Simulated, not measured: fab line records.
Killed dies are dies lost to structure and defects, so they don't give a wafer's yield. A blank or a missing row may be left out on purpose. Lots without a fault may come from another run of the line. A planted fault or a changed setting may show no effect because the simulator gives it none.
A struck lot beside a sound one + flow nand harc + 13 out of 1159 route steps
Sound: these wafers, L223.1, L223.3, L223.5. Struck: wafer L240.4 (L240.2, L240.5, from the same lot, were not struck and are left out); the cause is given at the end.
At each step with rows: each side's tool, then ch and its chambers, then its first start. Under that, the readings that differ: sound wafers + struck wafers + difference of the means + sigmas: that difference in standard deviations of wafers without a fault.
alike: readings with means less than 2 such deviations apart, plus words and numbers identical on both sides. not compared: withheld readings, readings lacking a value on some wafer, bounds such as >300 that could conceal the same value, and numbers that have no deviation in the record and whose values overlap.
The two part at a step that has a row with sigmas, a row that says differs or no value, or rows on one side only. Numbers that have no deviation but don't overlap get no sigmas and don't part them. A reading missing from all wafers of one side parts the sides only when that side holds two or more wafers.

first, 1 step without rows for these wafers: NHARC_P_M2_STRIP_19 (strips in post etch residue remover, time 600 s).
NHARC_P_M2_DEGAS_29: time 60 s.
  sound on pvd sputter-03 at day 6 21:15; struck on pvd sputter-01 at day 10 19:46
  alike: heater power w
then, 1 step without rows for these wafers: NHARC_P_M2_PRE_CLEAN_30 (time 30 s).
NHARC_P_M2_PVD_20: deposits TaN, target thk 5 nm, time 8.06 s.
  sound on pvd sputter-03; struck on pvd sputter-01
  alike: chamber pressure pa, throttle valve pct
NHARC_P_M2_PVD_21: deposits Cu, target thk 30 nm, time 20.49 s.
  sound on pvd sputter-03; struck on pvd sputter-01
  alike: chamber pressure pa, throttle valve pct
then, 2 steps without rows for these wafers: NHARC_P_M2_ECD_22 (material Cu, target thk 400 nm); NHARC_P_M2_ANNEAL_31 (time 90 s).
NHARC_P_M2_CMP_23: polishes, t overpolish 20 s, target thk 144.3 nm.
  sound on cmp-02 ch 2,3, day 6 22:20; struck on cmp-04 ch 3, day 10 20:52
  alike: motor current A, time to endpoint s
NHARC_P_M2_THK_MEAS_24: measures by xrf.
  sound on film metro-02 at day 6 22:38; struck on film metro-01 at day 10 21:10
  alike: thk nm
next, for these wafers, 1 step has no rows: NHARC_P_M2_SRD_25.
NHARC_P_M2_INSPECT_27:
  sound on defect inspect-01 at day 6 22:48; struck on defect inspect-02 at day 10 21:19
  alike: raw defect count
NHARC_P_M2_PRE_CLEAN_32: time 12 s.
  sound on pecvd-04 ch 0,2, day 6 22:52; struck on pecvd-04 ch 0, day 10 21:23
| reading            | sound             | struck | difference | sigmas |
|--------------------|-------------------|--------|------------|--------|
| rf fwd power W (W) | 293.0 294.3 293.7 | 305.1  | +11.4      | +12    |
  alike: heater power w
NHARC_P_M2_DEP_33: deposits SiCN, target thk 30 nm.
  sound on pecvd-04 ch 0,2, day 6 22:56; struck on pecvd-04 ch 0, day 10 21:28
  alike: heater power w

== WHERE THEY PART ==
Only at NHARC_P_M2_PRE_CLEAN_32, as far as this record shows. Later steps at which nothing parts them and some readings are alike: NHARC_P_M2_DEP_33.

WHY: the cause the simulator had injected
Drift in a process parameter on pecvd-04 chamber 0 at NHARC_P_M2_PRE_CLEAN_32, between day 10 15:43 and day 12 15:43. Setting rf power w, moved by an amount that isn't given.
